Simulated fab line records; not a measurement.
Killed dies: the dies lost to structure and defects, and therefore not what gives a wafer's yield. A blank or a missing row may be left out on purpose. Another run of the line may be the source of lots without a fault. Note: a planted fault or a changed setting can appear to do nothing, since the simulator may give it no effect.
fab line records	flow n5-finfet
record: lots: 24	wafers: 72	last-day: 17
route steps=1938 shown BEOL_M14@1728 BEOL_M15@1804
lots with no fault: from the same line, run without faults
start-h: hours from the record's opening day to when the first of the lot's shown wafers began	wait-h: hours since the lot's step before	" repeats the value in the row above	L1.1+2: a single row standing in for several wafers	- value missing, or start not given	* or withheld: withheld	< > ~ a bound
route shown NAME@n: a module of which the file shows steps, and the number in the route of the first	usual: the fault-free wafers' mean and standard deviation	same: alike in all rows	chamber/n: place in a boat	sites: readings site by site	_std_site: the standard deviation of these	_edge_site: inner sites' mean taken away from outer sites' mean	radius-mm: how far each site lies from the wafer's centre	mask NAME#n: copy n	behind: tool/chamber where the wafer was last shaped	hold: what put the lot on hold/how long, in hours/how the hold closed	device: transistor that didn't switch, given as n, p or np	end of line: tests of these same wafers at the route's end	a step with no rows: only its recipe	killed: count of dies lost to structure and defects at first sort (not the wafer's yield)	map: the dies of a wafer, with x for killed, . for not killed, _ for no die there
set.NAME: setting as actually run; set.NAME@STEP: the setting as run at that earlier step	model.NAME: the simulator's own value behind a step, which no gauge read
a sample of lots followed through the steps of the route, with each step as a table and each wafer as a row
services: from which hour (start-h, from the record's first day; less than 0 if before it) a tool's chamber was out of use, for how many hours, and why
== steps ==
step: N5_BEOL_M14_INSPECT_12
recipe: mode: adi	inspect-instrument: macro
usual: raw-defect-count: 1.9/1.4
lot.wafer	tool	chamber	start-h	wait-h	raw-defect-count
L074.1	defect-inspect-01	-	230.22	0.0	3
L074.3	"	-	"	"	1
L074.6	"	-	"	"	1
L076.1	defect-inspect-01	-	237.42	0.0	0
L076.4	"	-	"	"	2
L076.6	"	-	"	"	1
L075.1	defect-inspect-02	-	242.18	0.0	4
L075.3	"	-	"	"	1
L075.6	"	-	"	"	3
L077.2	defect-inspect-01	-	263.10	0.0	4
L077.3	"	-	"	"	4
L077.5	"	-	"	"	5
L079.2	defect-inspect-01	-	268.36	0.0	0
L079.4	"	-	"	"	1
L079.6	"	-	"	"	4
L081.3	defect-inspect-02	-	272.34	0.0	3
L081.5	"	-	"	"	4
L081.6	"	-	"	"	3
L080.1	defect-inspect-02	-	274.77	0.0	2
L080.4	"	-	"	"	2
L080.5	"	-	"	"	0
L078.1	defect-inspect-01	-	280.34	0.0	2
L078.2	"	-	"	"	2
L078.5	"	-	"	"	3
L082.1	defect-inspect-02	-	281.67	0.0	0
L082.2	"	-	"	"	3
L082.5	"	-	"	"	1
L084.1	defect-inspect-01	-	296.06	0.0	3
L084.2	"	-	"	"	1
L084.3	"	-	"	"	1
L083.2	defect-inspect-01	-	297.30	0.0	2
L083.3	"	-	"	"	3
L083.4	"	-	"	"	5
L085.1	defect-inspect-02	-	305.36	0.0	2
L085.2	"	-	"	"	2
L085.3	"	-	"	"	0
L086.1	defect-inspect-02	-	315.13	0.0	0
L086.2	"	-	"	"	2
L086.4	"	-	"	"	2
L088.2	defect-inspect-01	-	317.85	0.0	4
L088.3	"	-	"	"	2
L088.5	"	-	"	"	2
L087.1	defect-inspect-02	-	318.13	0.0	1
L087.5	"	-	"	"	0
L087.6	"	-	"	"	1
L089.2	defect-inspect-02	-	336.06	0.0	2
L089.5	"	-	"	"	2
L089.6	"	-	"	"	3
L091.1	defect-inspect-01	-	342.35	0.0	2
L091.2	"	-	"	"	0
L091.6	"	-	"	"	1
L092.1	defect-inspect-02	-	342.98	0.0	1
L092.2	"	-	"	"	2
L092.4	"	-	"	"	5
L090.1	defect-inspect-02	-	343.21	0.0	2
L090.3	"	-	"	"	1
L090.4	"	-	"	"	1
L093.2	defect-inspect-02	-	351.70	0.0	1
L093.5	"	-	"	"	0
L093.6	"	-	"	"	1
L095.1	defect-inspect-02	-	360.82	0.0	2
L095.2	"	-	"	"	4
L095.6	"	-	"	"	1
L094.3	defect-inspect-01	-	361.97	0.0	2
L094.4	"	-	"	"	0
L094.5	"	-	"	"	1
L097.1	defect-inspect-01	-	379.00	0.0	2
L097.2	"	-	"	"	0
L097.5	"	-	"	"	1
L096.1	defect-inspect-02	-	379.42	0.0	2
L096.2	"	-	"	"	5
L096.5	"	-	"	"	1
step: N5_BEOL_M14_ETCH_67
recipe: chemistry: CF4	target: SiARC	target-depth-a: 1430	time-s: 238.3	ion-energy-ev: 80	pressure-mtorr: 40	source-w: 545	bias-w: 36	Ar_flow_sccm: 100	cf4-flow-sccm: 100	ends: cleared
usual: drypump-motor-current-A: 5.6/0.41	etch-rf-on-time-s: 237/4.5	oes-product-au: 0.67/0.067	rf-vpp-V: 183.8/1.2	showerhead-plenum-p-Torr: 2.12/0.074	throttle-valve-pct: 15.58/0.15
lot.wafer	tool	chamber	start-h	wait-h	drypump-motor-current-A	etch-rf-on-time-s	oes-product-au	rf-hours-counter-h	rf-vpp-V	showerhead-plenum-p-Torr	throttle-valve-pct
L074.1	rie-diel-03	2	231.14	0.0	6.2	230	0.63	190	182.9	2.04	15.66
L074.3	"	1	"	"	5.3	233	0.78	28	184.9	2.18	15.57
L074.6	"	2	"	"	6.2	231	0.63	-	180.6	2.04	15.66
L076.1	rie-diel-06	1	238.75	0.0	5.4	234	0.65	160	183.0	2.13	15.39
L076.4	"	3	"	"	6.4	238	0.60	-	181.7	2.03	15.65
L076.6	"	1	"	"	5.4	236	0.64	-	183.5	2.13	15.41
L075.1	rie-diel-03	1	243.24	0.0	5.3	234	0.78	33	186.4	2.18	15.58
L075.3	"	2	"	"	6.3	230	0.63	195	182.0	2.04	15.66
L075.6	"	3	"	"	5.6	241	0.72	-	183.2	2.09	15.53
L077.2	rie-diel-06	0	264.35	0.0	5.0	238	0.81	7	184.7	2.19	15.40
L077.3	"	3	"	"	6.4	239	0.59	230	182.6	2.03	15.68
L077.5	"	1	"	"	5.4	232	0.65	-	184.2	2.13	15.41
L079.2	rie-diel-03	1	269.28	0.0	5.3	235	0.77	41	184.2	2.18	15.59
L079.4	"	0	"	"	6.1	233	0.67	133	182.2	2.07	15.69
L079.6	"	1	"	"	5.3	236	0.76	-	184.7	2.18	15.60
L081.3	rie-diel-05	0	273.43	0.0	5.7	236	0.60	224	184.1	2.11	15.77
L081.5	"	0	"	"	5.7	234	0.60	-	183.7	2.11	15.78
L081.6	"	1	"	"	5.2	242	0.59	-	183.7	2.11	15.72
L080.1	rie-diel-03	0	275.83	0.0	6.1	234	0.66	136	184.7	2.07	15.69
L080.4	"	1	"	"	5.3	235	0.76	43	184.7	2.18	15.59
L080.5	"	2	"	"	6.2	232	0.62	-	182.6	2.03	15.69
L078.1	rie-diel-06	2	281.60	0.0	5.6	242	0.74	37	184.7	2.26	15.37
L078.2	"	3	"	"	6.4	240	0.59	235	184.1	2.03	15.69
L078.5	"	1	"	"	5.4	233	0.64	-	183.0	2.12	15.42
L082.1	rie-diel-06	1	283.21	0.0	5.4	235	0.63	175	184.2	2.12	15.40
L082.2	"	2	"	"	5.6	242	0.74	37	185.6	2.26	15.36
L082.5	"	1	"	"	5.4	234	0.64	-	183.2	2.13	15.42
L084.1	rie-diel-05	0	297.10	0.0	5.7	238	0.59	233	184.7	2.11	15.79
L084.2	"	3	"	"	5.2	234	0.73	55	184.9	2.09	15.65
L084.3	"	1	"	"	5.2	241	0.60	228	183.1	2.11	15.74
L083.2	rie-diel-05	1	298.45	0.0	5.2	240	0.59	229	182.2	2.11	15.73
L083.3	"	3	"	"	5.2	235	0.72	55	182.3	2.09	15.66
L083.4	"	0	"	"	5.7	234	0.60	234	182.9	2.11	15.80
L085.1	rie-diel-06	3	306.47	0.0	6.5	239	0.58	243	183.4	2.03	15.70
L085.2	"	2	"	"	5.7	244	0.73	45	184.5	2.26	15.37
L085.3	"	1	"	"	5.4	238	0.63	183	182.9	2.12	15.44
L086.1	rie-diel-05	3	316.44	0.0	5.2	233	0.71	63	182.7	2.08	15.68
L086.2	"	0	"	"	5.7	236	0.58	240	183.5	2.11	15.81
L086.4	"	2	"	"	5.6	236	0.61	234	183.9	2.20	15.45
L088.2	rie-diel-06	0	319.04	0.0	5.1	242	0.77	25	184.0	2.18	15.42
L088.3	"	1	"	"	5.4	236	0.63	188	183.2	2.12	15.46
L088.5	"	2	"	"	5.6	245	0.73	-	185.6	2.26	15.39
L087.1	rie-diel-06	3	319.62	0.0	6.5	241	0.58	248	182.9	2.03	15.71
L087.5	"	1	"	"	5.4	237	0.63	-	182.6	2.12	15.46
L087.6	"	0	"	"	5.0	246	0.75	-	184.7	2.18	15.42
L089.2	rie-diel-05	0	337.11	0.0	5.7	235	0.59	248	183.9	2.11	15.82
L089.5	"	3	"	"	5.2	231	0.71	-	182.8	2.08	15.69
L089.6	"	0	"	"	5.7	235	0.59	-	183.4	2.11	15.81
L091.1	rie-diel-03	3	343.27	0.0	5.6	238	0.69	98	183.8	2.08	15.59
L091.2	"	1	"	"	5.3	232	0.73	68	185.1	2.17	15.64
L091.6	"	2	"	"	6.2	232	0.61	-	183.8	2.02	15.73
L092.1	rie-diel-03	2	343.96	0.0	6.2	233	0.60	230	182.0	2.02	15.72
L092.2	"	3	"	"	5.6	242	0.69	99	183.5	2.07	15.59
L092.4	"	1	"	"	5.3	235	0.73	68	185.6	2.17	15.65
L090.1	rie-diel-05	2	344.43	0.0	5.7	243	0.59	245	185.2	2.20	15.46
L090.3	"	3	"	"	5.2	231	0.70	73	182.0	2.08	15.69
L090.4	"	1	"	"	5.2	243	0.59	-	183.6	2.10	15.77
L093.2	rie-diel-06	3	352.62	0.0	6.5	234	0.80	5	185.7	2.28	15.23
L093.5	"	2	"	"	5.7	247	0.71	-	186.8	2.26	15.42
L093.6	"	3	"	"	6.4	234	0.80	-	186.7	2.28	15.23
L095.1	rie-diel-06	3	361.74	0.0	6.4	231	0.80	7	186.1	2.28	15.24
L095.2	"	1	"	"	5.4	234	0.62	204	184.1	2.12	15.50
L095.6	"	2	"	"	5.7	245	0.71	-	184.7	2.25	15.42
L094.3	rie-diel-03	3	363.19	0.0	5.6	238	0.69	104	182.2	2.07	15.60
L094.4	"	1	"	"	5.3	233	0.73	75	184.3	2.16	15.67
L094.5	"	2	"	"	6.2	231	0.60	-	182.7	2.02	15.76
L097.1	rie-diel-03	2	380.09	0.0	6.2	233	0.59	242	182.2	2.02	15.76
L097.2	"	3	"	"	5.6	241	0.68	111	184.6	2.07	15.61
L097.5	"	1	"	"	5.3	235	0.72	-	185.8	2.16	15.68
L096.1	rie-diel-03	1	380.67	0.0	5.3	234	0.72	82	183.4	2.16	15.66
L096.2	"	0	"	"	6.1	233	0.64	174	182.7	2.05	15.76
L096.5	"	2	"	"	6.2	230	0.60	-	183.6	2.02	15.75
step: N5_BEOL_M14_OCD_MEAS_35
usual: trench-depth-nm: 559/11
lot.wafer	tool	chamber	start-h	wait-h	trench-depth-nm
L074.1	ocd-01	-	231.71	0.0	573
L074.3	"	-	"	"	565
L074.6	"	-	"	"	574
L076.1	ocd-01	-	239.33	0.0	559
L076.4	"	-	"	"	551
L076.6	"	-	"	"	569
L075.1	ocd-02	-	243.82	0.0	571
L075.3	"	-	"	"	574
L075.6	"	-	"	"	558
L077.2	ocd-01	-	264.92	0.0	541
L077.3	"	-	"	"	539
L077.5	"	-	"	"	561
L079.2	ocd-02	-	269.85	0.0	572
L079.4	"	-	"	"	572
L079.6	"	-	"	"	561
L081.3	ocd-01	-	274.01	0.0	568
L081.5	"	-	"	"	562
L081.6	"	-	"	"	550
L080.1	ocd-02	-	276.40	0.0	568
L080.4	"	-	"	"	561
L080.5	"	-	"	"	565
L078.1	ocd-01	-	282.18	0.0	550
L078.2	"	-	"	"	551
L078.5	"	-	"	"	566
L082.1	ocd-01	-	283.78	0.0	570
L082.2	"	-	"	"	548
L082.5	"	-	"	"	565
L084.1	ocd-01	-	297.67	0.0	566
L084.2	"	-	"	"	570
L084.3	"	-	"	"	551
L083.2	ocd-01	-	299.02	0.0	554
L083.3	"	-	"	"	577
L083.4	"	-	"	"	563
L085.1	ocd-02	-	307.05	0.0	556
L085.2	"	-	"	"	549
L085.3	"	-	"	"	565
L086.1	ocd-02	-	317.02	0.0	576
L086.2	"	-	"	"	559
L086.4	"	-	"	"	562
L088.2	ocd-01	-	319.62	0.0	540
L088.3	"	-	"	"	555
L088.5	"	-	"	"	538
L087.1	ocd-01	-	320.20	0.0	545
L087.5	"	-	"	"	550
L087.6	"	-	"	"	541
L089.2	ocd-01	-	337.69	0.0	564
L089.5	"	-	"	"	572
L089.6	"	-	"	"	565
L091.1	ocd-01	-	343.84	0.0	548
L091.2	"	-	"	"	570
L091.6	"	-	"	"	575
L092.1	ocd-01	-	344.54	0.0	572
L092.2	"	-	"	"	557
L092.4	"	-	"	"	564
L090.1	ocd-02	-	345.01	0.0	560
L090.3	"	-	"	"	576
L090.4	"	-	"	"	547
L093.2	ocd-02	-	353.19	0.0	559
L093.5	"	-	"	"	537
L093.6	"	-	"	"	564
L095.1	ocd-02	-	362.32	0.0	569
L095.2	"	-	"	"	563
L095.6	"	-	"	"	542
L094.3	ocd-01	-	363.77	0.0	551
L094.4	"	-	"	"	561
L094.5	"	-	"	"	566
L097.1	ocd-02	-	380.67	0.0	570
L097.2	"	-	"	"	552
L097.5	"	-	"	"	567
L096.1	ocd-01	-	381.25	0.0	563
L096.2	"	-	"	"	566
L096.5	"	-	"	"	563
step: N5_BEOL_M14_STRIP_37
recipe: chemistry: O2	power-w: 600	temp-c: 60	pressure-mtorr: 30	rf-frequency-hz: 6e+07	bias-power-w: 0	overash-fraction: 0.3	o2-flow-sccm: 225
usual: drypump-motor-current-A: 5.6/0.43	o2-flow-sccm: 225.0/0.6	oes-product-au: 0.81/0.097	rf-vpp-V: 3.7/1.1	showerhead-plenum-p-Torr: 2.09/0.083	temp-c: 60.00/0.12	throttle-valve-pct: 16.64/0.16
lot.wafer	tool	chamber	start-h	wait-h	drypump-motor-current-A	o2-flow-sccm	oes-product-au	rf-hours-counter-h	rf-vpp-V	showerhead-plenum-p-Torr	temp-c	throttle-valve-pct
L074.1	rie-diel-03	0	232.00	0.3	6.1	225.3	0.80	120	4.4	2.03	60.01	16.77
L074.3	"	2	"	"	6.2	223.4	0.71	191	2.8	2.01	59.90	16.79
L074.6	"	3	"	"	5.6	224.7	0.86	-	1.0	2.04	60.06	16.55
L076.1	rie-diel-03	2	239.37	0.0	6.2	225.9	0.73	194	4.4	2.00	60.02	16.79
L076.4	"	0	"	"	6.1	224.9	0.78	124	3.1	2.03	60.01	16.81
L076.6	"	1	"	"	5.3	224.8	0.93	-	3.8	2.16	60.00	16.82
L075.1	rie-diel-06	3	243.86	0.0	6.4	225.4	0.70	226	5.5	1.99	59.95	16.68
L075.3	"	2	"	"	5.7	225.7	0.91	24	4.3	2.24	60.11	16.42
L075.6	"	2	"	"	5.6	224.7	0.90	-	4.9	2.24	60.06	16.43
L077.2	rie-diel-06	2	266.20	1.3	5.6	225.1	0.89	33	3.0	2.23	60.03	16.46
L077.3	"	1	"	"	5.4	224.7	0.74	172	4.8	2.08	59.94	16.42
L077.5	"	0	"	"	5.0	224.2	0.96	-	1.8	2.17	60.13	16.62
L079.2	rie-diel-06	0	269.89	0.0	5.1	224.2	0.96	9	4.9	2.17	60.03	16.61
L079.4	"	0	"	"	5.0	224.9	0.97	-	4.0	2.17	59.97	16.62
L079.6	"	2	"	"	5.6	225.5	0.89	-	4.2	2.23	59.87	16.46
L081.3	rie-diel-03	2	274.19	0.2	6.2	224.8	0.70	205	4.6	2.00	59.96	16.81
L081.5	"	3	"	"	5.6	224.9	0.85	-	3.3	2.03	59.85	16.63
L081.6	"	0	"	"	6.1	226.0	0.77	-	3.8	2.03	59.97	16.81
L080.1	rie-diel-05	1	277.87	1.5	5.2	225.7	0.70	223	3.4	2.07	59.85	16.79
L080.4	"	3	"	"	5.2	224.6	0.84	48	3.3	2.04	60.04	16.71
L080.5	"	1	"	"	5.2	225.3	0.69	-	4.2	2.07	59.92	16.77
L078.1	rie-diel-03	1	282.60	0.4	5.3	225.2	0.87	46	6.3	2.16	60.05	16.81
L078.2	"	0	"	"	6.1	224.7	0.78	139	3.5	2.03	60.03	16.78
L078.5	"	2	"	"	6.2	224.5	0.70	-	3.4	2.00	60.05	16.83
L082.1	rie-diel-06	0	283.82	0.0	5.0	226.1	0.94	14	3.3	2.17	60.11	16.64
L082.2	"	2	"	"	5.6	225.8	0.88	38	4.1	2.23	60.02	16.42
L082.5	"	1	"	"	5.4	224.4	0.74	-	2.4	2.08	60.13	16.43
L084.1	rie-diel-06	1	300.91	3.2	5.4	225.9	0.73	181	2.9	2.07	60.03	16.44
L084.2	"	0	"	"	5.0	224.8	0.92	19	1.6	2.17	60.13	16.63
L084.3	"	3	"	"	6.4	225.6	0.70	241	3.5	1.98	60.11	16.71
L083.2	rie-diel-03	3	301.10	2.1	5.6	225.0	0.83	85	3.2	2.03	59.95	16.60
L083.3	"	1	"	"	5.3	225.3	0.88	53	3.9	2.16	60.05	16.83
L083.4	"	2	"	"	6.2	224.1	0.70	215	2.0	2.00	59.99	16.85
L085.1	rie-diel-06	1	307.25	0.2	5.4	225.2	0.72	184	5.6	2.07	60.01	16.48
L085.2	"	0	"	"	5.1	224.8	0.93	21	3.4	2.17	59.93	16.66
L085.3	"	3	"	"	6.4	225.9	0.68	243	3.0	1.98	60.19	16.75
L086.1	rie-diel-03	2	320.65	3.6	6.2	225.0	0.69	221	3.2	2.00	60.15	16.84
L086.2	"	3	"	"	5.6	224.5	0.81	91	3.1	2.03	59.81	16.62
L086.4	"	0	"	"	6.1	224.1	0.75	153	3.7	2.02	59.96	16.82
L088.2	rie-diel-05	0	321.66	2.0	5.7	225.3	0.67	243	2.8	2.06	59.98	16.84
L088.3	"	2	"	"	5.7	225.2	0.70	236	3.3	2.16	60.07	16.48
L088.5	"	2	"	"	5.7	225.0	0.72	-	3.3	2.16	60.33	16.50
L087.1	rie-diel-06	1	321.79	1.6	5.4	224.8	0.71	189	3.4	2.07	60.17	16.48
L087.5	"	0	"	"	5.0	224.1	0.90	-	3.8	2.16	59.84	16.64
L087.6	"	1	"	"	5.4	225.4	0.71	-	4.4	2.07	60.01	16.48
L089.2	rie-diel-05	3	337.72	0.0	5.2	224.8	0.81	71	4.7	2.03	59.99	16.76
L089.5	"	3	"	"	5.2	225.0	0.83	-	2.8	2.03	59.90	16.77
L089.6	"	2	"	"	5.6	225.9	0.70	-	6.6	2.16	60.04	16.51
L091.1	rie-diel-06	1	344.14	0.3	5.4	223.7	0.71	198	3.2	2.07	60.00	16.50
L091.2	"	0	"	"	5.0	225.8	0.89	35	2.7	2.16	60.14	16.68
L091.6	"	2	"	"	5.6	224.6	0.84	-	3.0	2.22	60.10	16.45
L092.1	rie-diel-03	2	344.99	0.4	6.2	224.7	0.68	230	3.4	1.99	59.93	16.85
L092.2	"	1	"	"	5.3	224.4	0.83	69	3.0	2.15	60.18	16.89
L092.4	"	3	"	"	5.6	225.3	0.82	99	3.9	2.02	59.93	16.65
L090.1	rie-diel-06	3	349.39	4.4	6.4	225.3	0.92	4	4.7	2.24	59.90	16.31
L090.3	"	0	"	"	5.0	225.9	0.88	37	5.5	2.16	60.07	16.69
L090.4	"	2	"	"	5.7	225.5	0.84	62	4.4	2.22	59.84	16.52
L093.2	rie-diel-06	0	359.45	6.3	5.0	225.2	0.86	39	2.7	2.16	60.10	16.65
L093.5	"	2	"	"	5.6	225.0	0.85	-	2.7	2.22	60.17	16.51
L093.6	"	1	"	"	5.4	223.9	0.71	-	3.6	2.07	59.96	16.49
L095.1	rie-diel-05	3	363.99	1.7	5.2	225.3	0.80	81	3.8	2.03	59.96	16.77
L095.2	"	0	"	"	5.7	224.6	0.96	4	4.8	2.05	59.96	16.41
L095.6	"	3	"	"	5.2	224.4	0.82	-	3.6	2.03	59.93	16.80
L094.3	rie-diel-03	2	364.04	0.3	6.2	225.4	0.67	236	4.4	1.99	59.98	16.89
L094.4	"	0	"	"	6.1	224.5	0.77	167	2.4	2.02	60.04	16.86
L094.5	"	2	"	"	6.2	225.9	0.68	-	5.4	1.99	59.96	16.88
L097.1	rie-diel-05	0	380.82	0.2	5.7	224.9	0.93	13	4.0	2.05	59.90	16.41
L097.2	"	1	"	"	5.2	225.0	0.98	1	4.8	2.06	59.82	16.39
L097.5	"	1	"	"	5.2	224.8	0.96	-	3.0	2.06	59.76	16.44
L096.1	rie-diel-05	3	381.53	0.3	5.2	224.1	0.79	91	2.9	2.03	59.93	16.78
L096.2	"	1	"	"	5.2	225.4	0.97	1	5.0	2.06	60.03	16.44
L096.5	"	0	"	"	5.7	224.9	0.93	-	3.9	2.05	60.07	16.41
step: N5_BEOL_M14_SPUTTER_45
recipe: material: Cu	target-thk-a: 1000	temp-c: -20	bias-v: 60	power-w: 26000	chamber-pressure-pa: 0.13	time-s: 16.67
usual: throttle-valve-pct: 30.3/1
same: time-s: 16.67
lot.wafer	tool	chamber	start-h	wait-h	throttle-valve-pct
L074.1	pvd-sputter-02	-	232.69	0.0	29.1
L074.3	"	-	"	"	30.3
L074.6	"	-	"	"	30.2
L076.1	pvd-sputter-01	-	240.13	0.0	30.7
L076.4	"	-	"	"	31.0
L076.6	"	-	"	"	29.6
L075.1	pvd-sputter-03	-	244.38	0.0	28.4
L075.3	"	-	"	"	31.6
L075.6	"	-	"	"	30.4
L077.2	pvd-sputter-02	-	266.95	0.0	30.3
L077.3	"	-	"	"	31.4
L077.5	"	-	"	"	29.2
L079.2	pvd-sputter-02	-	270.71	0.0	31.6
L079.4	"	-	"	"	30.3
L079.6	"	-	"	"	29.2
L081.3	pvd-sputter-03	-	275.06	0.0	28.4
L081.5	"	-	"	"	28.6
L081.6	"	-	"	"	30.2
L080.1	pvd-sputter-01	-	278.52	0.0	31.1
L080.4	"	-	"	"	31.6
L080.5	"	-	"	"	31.4
L078.1	pvd-sputter-01	-	283.32	0.0	30.9
L078.2	"	-	"	"	29.6
L078.5	"	-	"	"	29.7
L082.1	pvd-sputter-02	-	284.32	0.0	29.0
L082.2	"	-	"	"	30.2
L082.5	"	-	"	"	28.9
L084.1	pvd-sputter-02	-	301.51	0.0	29.0
L084.2	"	-	"	"	30.3
L084.3	"	-	"	"	29.9
L083.2	pvd-sputter-03	-	301.60	0.0	31.6
L083.3	"	-	"	"	28.6
L083.4	"	-	"	"	30.5
L085.1	pvd-sputter-01	-	308.01	0.0	31.4
L085.2	"	-	"	"	29.4
L085.3	"	-	"	"	30.8
L086.1	pvd-sputter-01	-	321.65	0.0	31.1
L086.2	"	-	"	"	31.8
L086.4	"	-	"	"	31.0
L088.2	pvd-sputter-02	-	322.47	0.0	29.9
L088.3	"	-	"	"	31.5
L088.5	"	-	"	"	30.2
L087.1	pvd-sputter-02	-	322.79	0.0	28.8
L087.5	"	-	"	"	31.7
L087.6	"	-	"	"	29.1
L089.2	pvd-sputter-02	-	338.23	0.0	30.1
L089.5	"	-	"	"	29.9
L089.6	"	-	"	"	31.9
L091.1	pvd-sputter-02	-	344.98	0.0	30.0
L091.2	"	-	"	"	31.6
L091.6	"	-	"	"	28.9
L092.1	pvd-sputter-02	-	345.64	0.0	29.1
L092.2	"	-	"	"	31.5
L092.4	"	-	"	"	30.1
L090.1	pvd-sputter-03	-	350.16	0.0	30.3
L090.3	"	-	"	"	31.5
L090.4	"	-	"	"	28.5
L093.2	pvd-sputter-02	-	360.39	0.0	31.5
L093.5	"	-	"	"	30.0
L093.6	"	-	"	"	31.5
L095.1	pvd-sputter-03	-	364.71	0.0	29.1
L095.2	"	-	"	"	31.6
L095.6	"	-	"	"	28.7
L094.3	pvd-sputter-01	-	364.75	0.0	31.0
L094.4	"	-	"	"	31.6
L094.5	"	-	"	"	29.6
L097.1	pvd-sputter-01	-	381.59	0.0	29.5
L097.2	"	-	"	"	30.9
L097.5	"	-	"	"	31.1
L096.1	pvd-sputter-03	-	382.86	0.0	30.2
L096.2	"	-	"	"	28.6
L096.5	"	-	"	"	28.4
step: N5_BEOL_M15_CD_MEAS_28
recipe: target-cd-nm: 407.6	landing-energy-ev: 500	detector: se-inlens
usual: cd-nm: 410.2/2.4
lot.wafer	tool	chamber	start-h	wait-h	cd-nm
L074.1	cd-sem-01	0	236.17	-	409.3
L074.3	"	0	"	"	407.8
L074.6	"	0	"	"	408.3
L076.1	cd-sem-03	0	243.51	-	410.2
L076.4	"	0	"	"	409.6
L076.6	"	0	"	"	408.7
L075.1	cd-sem-01	0	247.88	-	412.4
L075.3	"	0	"	"	414.3
L075.6	"	0	"	"	410.0
L077.2	cd-sem-02	0	270.43	-	412.5
L077.3	"	0	"	"	412.1
L077.5	"	0	"	"	414.3
L079.2	cd-sem-01	0	274.15	-	413.0
L079.4	"	0	"	"	409.0
L079.6	"	0	"	"	410.6
L081.3	cd-sem-01	0	278.31	-	412.6
L081.5	"	0	"	"	410.3
L081.6	"	0	"	"	412.4
L080.1	cd-sem-02	0	282.16	-	411.4
L080.4	"	0	"	"	411.1
L080.5	"	0	"	"	409.8
L078.1	cd-sem-02	0	288.16	-	407.3
L078.2	"	0	"	"	406.2
L078.5	"	0	"	"	407.1
L082.1	cd-sem-03	0	288.37	-	411.3
L082.2	"	0	"	"	413.2
L082.5	"	0	"	"	411.8
L084.1	cd-sem-02	0	304.94	-	414.1
L084.2	"	0	"	"	414.6
L084.3	"	0	"	"	412.3
L083.2	cd-sem-03	0	305.28	-	405.5
L083.3	"	0	"	"	406.3
L083.4	"	0	"	"	407.8
L085.1	cd-sem-01	0	311.77	-	410.5
L085.2	"	0	"	"	409.4
L085.3	"	0	"	"	407.9
L086.1	cd-sem-02	0	324.80	-	410.1
L086.2	"	0	"	"	409.6
L086.4	"	0	"	"	409.5
L088.2	cd-sem-02	0	325.57	-	411.1
L088.3	"	0	"	"	408.8
L088.5	"	0	"	"	409.3
L087.1	cd-sem-01	0	326.28	-	409.4
L087.5	"	0	"	"	407.2
L087.6	"	0	"	"	409.4
L089.2	cd-sem-01	0	341.82	-	411.2
L089.5	"	0	"	"	410.7
L089.6	"	0	"	"	412.9
L091.1	cd-sem-03	0	349.02	-	413.1
L091.2	"	0	"	"	413.3
L091.6	"	0	"	"	413.3
L092.1	cd-sem-03	0	349.05	-	408.7
L092.2	"	0	"	"	408.4
L092.4	"	0	"	"	410.8
L090.1	cd-sem-01	0	354.52	-	412.1
L090.3	"	0	"	"	412.6
L090.4	"	0	"	"	409.5
L093.2	cd-sem-03	0	363.68	-	412.9
L093.5	"	0	"	"	411.9
L093.6	"	0	"	"	411.1
L095.1	cd-sem-03	0	368.11	-	408.3
L095.2	"	0	"	"	407.3
L095.6	"	0	"	"	406.6
L094.3	cd-sem-02	0	369.26	-	406.8
L094.4	"	0	"	"	407.4
L094.5	"	0	"	"	407.4
L097.1	cd-sem-03	0	385.18	-	412.2
L097.2	"	0	"	"	411.3
L097.5	"	0	"	"	410.5
L096.1	cd-sem-03	0	386.53	-	406.6
L096.2	"	0	"	"	409.3
L096.5	"	0	"	"	406.3
== services ==
tool	chamber	start-h	hours	kind
rie-diel-06	0	219.61	-	clean
rie-diel-06	0	219.61	-	consumable-replace:focus-ring
rie-diel-06	0	219.61	23.5	scheduled-down
rie-diel-06	0	219.61	23.5	vent-cycle
rie-diel-03	0	223.19	7.0	repair
rie-diel-06	3	249.82	7.8	repair
rie-diel-06	1	268.25	3.5	repair
rie-diel-05	1	280.42	2.5	repair
pvd-sputter-01	-	290.79	0.8	repair
pvd-sputter-01	-	294.87	7.9	repair
rie-diel-06	3	326.48	-	clean
rie-diel-06	3	326.48	-	consumable-replace:focus-ring
rie-diel-06	3	326.48	-	consumable-replace:showerhead
rie-diel-06	3	326.48	11.6	scheduled-down
rie-diel-06	3	326.48	11.6	vent-cycle
pvd-sputter-02	-	330.33	4.9	repair
rie-diel-05	0	343.60	-	clean
rie-diel-05	0	343.60	-	consumable-replace:focus-ring
rie-diel-05	0	343.60	13.6	scheduled-down
rie-diel-05	0	343.60	13.6	vent-cycle
rie-diel-05	1	357.20	-	clean
rie-diel-05	1	357.20	-	consumable-replace:focus-ring
rie-diel-05	1	357.20	21.8	scheduled-down
rie-diel-05	1	357.20	21.8	vent-cycle
== key ==
fault none
